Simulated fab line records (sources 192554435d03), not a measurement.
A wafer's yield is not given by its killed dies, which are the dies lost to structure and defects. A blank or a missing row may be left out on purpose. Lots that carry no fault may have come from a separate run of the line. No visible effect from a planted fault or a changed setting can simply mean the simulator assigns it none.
Matching of chambers ; flow n5_finfet ; N5_BEOL_M11_ETCH_66 on rie_diel-06: 4 sister chambers
The step etches SOC in N2/H2, target depth 120 nm, overetch 24 nm, time 180 s. 4 wafers are shown with their chamber, then 8 later ones without.

== EACH WAFER AND ITS CHAMBER ==
wafer;chamber;showerhead_plenum_p_Torr (Torr)
L081.3;2;2.56
L082.3;1;2.50
L082.5;3;2.59
L083.2;0;2.60

== WAFERS MISSING THEIR CHAMBER ==
wafer;showerhead_plenum_p_Torr (Torr)
L083.5;2.56
L083.6;2.60
L094.1;2.59
L094.5;2.49
L094.6;2.55
L096.1;2.59
L096.2;2.58
L096.3;2.49

== WHICH CHAMBER EACH WENT THROUGH ==
wafer;from the rows above;in truth
L083.5;2;2
L083.6;can't be placed: 0 or 3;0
L094.1;can't be placed: 3 or 0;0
L094.5;1;1
L094.6;2;2
L096.1;can't be placed: 3 or 0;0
L096.2;can't be placed: 3 or 0 or 2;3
L096.3;1;1
Placed correctly: 4 of 8. Can't be placed from these rows: 4 (the true chamber is among the candidates in 4). 0 placed wrongly.
How it was worked out, from the rows above alone: a wafer's distance from a chamber is the root of the sum, over the readings, of the square of ((its reading less the chamber's mean) divided by the reading's scatter). If the next closest chamber is less than 2 further off than the closest, the wafer can't be placed; otherwise it belongs to the closest. A chamber's mean is the mean of its shown wafers. The scatter (one wafer shown for each chamber): square how far every hidden wafer sits from the nearest shown wafer, average those squares and take the square root.
